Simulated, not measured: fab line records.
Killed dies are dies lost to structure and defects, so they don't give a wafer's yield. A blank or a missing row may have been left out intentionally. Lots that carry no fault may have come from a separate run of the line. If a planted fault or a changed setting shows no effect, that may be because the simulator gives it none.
Matching of chambers | flow n5_finfet | N5_BEOL_M8_STRIP_19 on rie_diel-02 has 4 sister chambers
The step strips in O2. 4 wafers are shown with their chamber, then 8 later ones without.

## WAFERS PAIRED WITH THEIR CHAMBERS
wafer  | chamber | showerhead_plenum_p_Torr (Torr)
L081.4 | 2       | 2.18
L084.2 | 0       | 2.01
L084.5 | 1       | 2.05
L086.3 | 3       | 2.12

## WAFERS WITH NO CHAMBER GIVEN
wafer  | showerhead_plenum_p_Torr (Torr)
L086.5 | 2.12
L086.6 | 2.01
L093.1 | 2.11
L093.3 | 2.04
L093.5 | 2.11
L095.3 | 2.11
L095.4 | 2.04
L095.6 | 2.00

## WHICH CHAMBER EACH WENT THROUGH
wafer  | from the rows above | in truth
L086.5 | 3                   | 3
L086.6 | 0                   | 0
L093.1 | 3                   | 3
L093.3 | 1                   | 1
L093.5 | 3                   | 3
L095.3 | 3                   | 3
L095.4 | 1                   | 1
L095.6 | 0                   | 0
Correctly placed: 8 of 8. Number that these rows cannot place: 0. Number placed wrongly: 0.
How it was worked out, from the rows above alone: a wafer's distance from a chamber is the root of the sum, over the readings, of the square of ((its reading less the chamber's mean) divided by the reading's scatter). The wafer belongs to the nearest chamber; if the next one is less than 2 further off, it can't be placed. A chamber's mean is the mean of its shown wafers. The scatter: with one shown wafer a chamber, the root of the mean of the squares of how far each hidden wafer lies from its nearest shown one.
